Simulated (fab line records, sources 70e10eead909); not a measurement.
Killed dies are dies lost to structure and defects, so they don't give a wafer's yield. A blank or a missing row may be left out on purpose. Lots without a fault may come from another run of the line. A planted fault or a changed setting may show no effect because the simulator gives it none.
Chamber matching | flow nand_harc | NHARC_A_STAIRCASE_DESCUM_270 on rie_diel-11: 4 sister chambers
The step chemistry O2, time 3 s. 18 wafers are shown with their chamber, then 9 later ones without.

WAFERS WITH THEIR CHAMBER
wafer  | chamber | showerhead_plenum_p_Torr (Torr) | drypump_motor_current_A (A) | oes_product_au (a.u.)
L083.1 | 1       | 1.87                            | 5.8                         | 0.987
L083.3 | 2       | 1.86                            | 5.3                         | 0.983
L083.6 | 1       | 1.87                            | 5.9                         | 0.991
L082.1 | 2       | 1.86                            | 5.4                         | 0.991
L082.2 | 0       | 1.90                            | 5.8                         | 0.987
L082.4 | 3       | 1.91                            | 5.1                         | 1.006
L085.1 | 2       | 1.86                            | 5.4                         | 0.983
L085.2 | 0       | 1.90                            | 5.8                         | 0.992
L085.3 | 1       | 1.87                            | 5.9                         | 0.993
L085.4 | 3       | 1.90                            | 5.1                         | 1.003
L085.5 | 2       | 1.86                            | 5.3                         | 0.979
L085.6 | 3       | 1.90                            | 5.1                         | 1.000
L086.1 | 0       | 1.90                            | 5.7                         | 0.983
L086.2 | 1       | 1.87                            | 5.8                         | 1.000
L086.5 | 1       | 1.87                            | 5.8                         | 1.006
L088.2 | 3       | 1.90                            | 5.1                         | 1.016
L088.3 | 0       | 1.90                            | 5.7                         | 0.993
L088.6 | 3       | 1.90                            | 5.1                         | 0.997

SIGNATURES (means of the wafers above)
reading                  | chamber 0 | chamber 1 | chamber 2 | chamber 3 | scatter within a chamber
showerhead_plenum_p_Torr | 1.9000    | 1.8700    | 1.8600    | 1.9020    | 0.00239
drypump_motor_current_A  | 5.750     | 5.840     | 5.350     | 5.100     | 0.0478
oes_product_au           | 0.98875   | 0.99540   | 0.98400   | 1.00440   | 0.00645
Rule: a wafer's distance from a chamber is the root of the sum, over the readings, of the square of ((its reading less the chamber's mean) divided by the reading's scatter). The wafer belongs to the nearest chamber; if the next one is less than 2 further off, it can't be placed. The scatter: the root of (the sum of the squares of (reading less its chamber's mean) over the shown wafers, divided by (wafers less chambers)).

WAFERS WITHOUT THEIR CHAMBER
wafer  | showerhead_plenum_p_Torr (Torr) | drypump_motor_current_A (A) | oes_product_au (a.u.)
L089.2 | 1.86                            | 5.4                         | 0.988
L089.4 | 1.90                            | 5.1                         | 1.018
L089.6 | 1.86                            | 5.4                         | 0.990
L095.1 | 1.89                            | 5.7                         | 0.982
L095.2 | 1.89                            | 5.1                         | 1.006
L095.6 | 1.85                            | 5.3                         | 0.982
L096.1 | 1.86                            | 5.9                         | 0.996
L096.2 | 1.89                            | 5.1                         | 1.007
L096.5 | 1.86                            | 5.9                         | 1.003

WHICH CHAMBER EACH WENT THROUGH
wafer  | from the rows above | in truth
L089.2 | 2                   | 2
L089.4 | 3                   | 3
L089.6 | 2                   | 2
L095.1 | 0                   | 0
L095.2 | 3                   | 3
L095.6 | 2                   | 2
L096.1 | 1                   | 1
L096.2 | 3                   | 3
L096.5 | 1                   | 1
Placed correctly: 9 of 9. Can't be placed from these rows: 0. Placed wrongly: 0.
